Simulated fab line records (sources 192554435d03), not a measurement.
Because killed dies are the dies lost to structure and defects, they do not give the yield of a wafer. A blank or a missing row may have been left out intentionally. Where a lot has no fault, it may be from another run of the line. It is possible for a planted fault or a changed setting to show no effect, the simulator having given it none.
The tool behind it: which one? -- flow n5-finfet -- 12 lots, 36 wafers sampled, at 5 steps of a route of 1938

== WHAT EACH GAUGE READ, for each wafer ==
N5_BEOL_M1_CD_MEAS_18: pitch 36 nm, target cd 18 nm.
lot,measured,on,cd-nm (nm)
L075,day 6 05:15,cd-sem-03,18.3 17.6 17.8
L077,day 6 18:14,cd-sem-03,18.2 18.1 17.9
L079,day 7 08:19,cd-sem-02,18.5 18.0 18.2
L081,day 7 23:48,cd-sem-01,18.5 18.1 17.9
L083,day 8 06:35,cd-sem-03,17.4 17.4 17.7
L085,day 8 17:34,cd-sem-03,17.4 17.4 17.8
L087,day 9 13:30,cd-sem-03,17.8 18.1 17.7
L089,day 10 02:17,cd-sem-03,18.6 18.4 18.1
L091,day 10 12:55,cd-sem-03,18.1 18.0 17.9
L092,day 11 03:52,cd-sem-01,18.3 18.6 18.6
L095,day 11 10:23,cd-sem-01,18.1 18.3 17.8
L097,day 11 20:17,cd-sem-02,17.8 18.0 17.7

== TOOL THAT RAN EACH LOT (tool first, then ch and the chambers of the sampled wafers, then the start) ==
lot,N5_BEOL_M0_ANNEAL_119,N5_BEOL_M0_CO_CAP_123,N5_BEOL_M1_STRIP_66,N5_BEOL_M1_HM_OPEN_17
L075,"rtp-anneal-01 ch 0, day 6 01:32","cvd-co-01 ch 0,2, day 6 02:13","rie-diel-01 ch 0,1, day 6 04:50","rie-metal-03 ch 0,1, day 6 04:52"
L077,"rtp-anneal-01 ch 0, day 6 14:56","cvd-co-02 ch 0,2, day 6 15:33","rie-diel-01 ch 2,3, day 6 17:56","rie-metal-02 ch 0,1, day 6 17:59"
L079,"rtp-anneal-02 ch 0, day 7 05:21","cvd-co-02 ch 0,1, day 7 06:01","rie-diel-06 ch 0,1,3, day 7 08:05","rie-metal-03 ch 0,1, day 7 08:08"
L081,"rtp-anneal-02 ch 0, day 7 21:26","cvd-co-02 ch 0,1,2, day 7 22:07","rie-diel-06 ch 0,2, day 7 23:35","rie-metal-02 ch 0,1, day 7 23:39"
L083,"rtp-anneal-01 ch 0, day 8 00:37","cvd-co-01 ch 0,1,2, day 8 01:17","rie-diel-03 ch 0,1, day 8 06:19","rie-metal-03 ch 0,1, day 8 06:22"
L085,"rtp-anneal-01 ch 0, day 8 13:42","cvd-co-01 ch 0,1,2, day 8 14:23","rie-diel-03 ch 1,3, day 8 17:20","rie-metal-02 ch 0,1, day 8 17:24"
L087,"rtp-anneal-01 ch 0, day 9 11:02","cvd-co-01 ch 0,1,2, day 9 11:38","rie-diel-03 ch 0,1,3, day 9 13:16","rie-metal-03 ch 0,1, day 9 13:20"
L089,"rtp-anneal-01 ch 0, day 9 21:49","cvd-co-02 ch 0,1, day 9 22:26","rie-diel-03 ch 1,3, day 10 02:04","rie-metal-03 ch 0,1, day 10 02:07"
L091,"rtp-anneal-02 ch 0, day 10 10:49","cvd-co-01 ch 0,2, day 10 11:25","rie-diel-03 ch 0,1, day 10 12:41","rie-metal-03 ch 0,1, day 10 12:46"
L092,"rtp-anneal-02 ch 0, day 11 00:57","cvd-co-01 ch 0,1,2, day 11 01:37","rie-diel-01 ch 1,2,3, day 11 03:39","rie-metal-01 ch 0,1, day 11 03:41"
L095,"rtp-anneal-01 ch 0, day 11 05:56","cvd-co-02 ch 0,1, day 11 07:02","rie-diel-06 ch 0,2, day 11 10:08","rie-metal-02 ch 0,1, day 11 10:11"
L097,"rtp-anneal-01 ch 0, day 11 14:36","cvd-co-02 ch 0,1,2, day 11 15:16","rie-diel-01 ch 0,1, day 11 20:01","rie-metal-02 ch 0,1, day 11 20:04"
- N5_BEOL_M0_ANNEAL_119: time 90 s.
- N5_BEOL_M0_CO_CAP_123: material Co, precursor CCTBA/H2, target thk 2 nm, time 102.1 s.
- N5_BEOL_M1_STRIP_66: strips in CF4.
- N5_BEOL_M1_HM_OPEN_17: chemistry Cl2/BCl3, target TiN, target depth 20 nm, overetch 6 nm.

== THE ANSWER, worked out from the rows above alone ==
Rule: the lots themselves supply what counts as usual. Put in order of their means at a reading, lots are off if they are a third of the lots or fewer, leave a main group of 4 or more, and stand apart from it by a gap of 3 or more times the standard deviation of the main group's means; of several such gaps the widest counts. Not used: any main group whose means are identical at the precision the tables above print for the reading. Also off: a lot with no number at a reading for which 4 or more lots have one. Any other lot the step has rows for is counted as sound.
No lot is off on any of the readings shown, so nothing can be concluded from this.

== WHAT WAS PUT IN BY THE SIMULATOR ==
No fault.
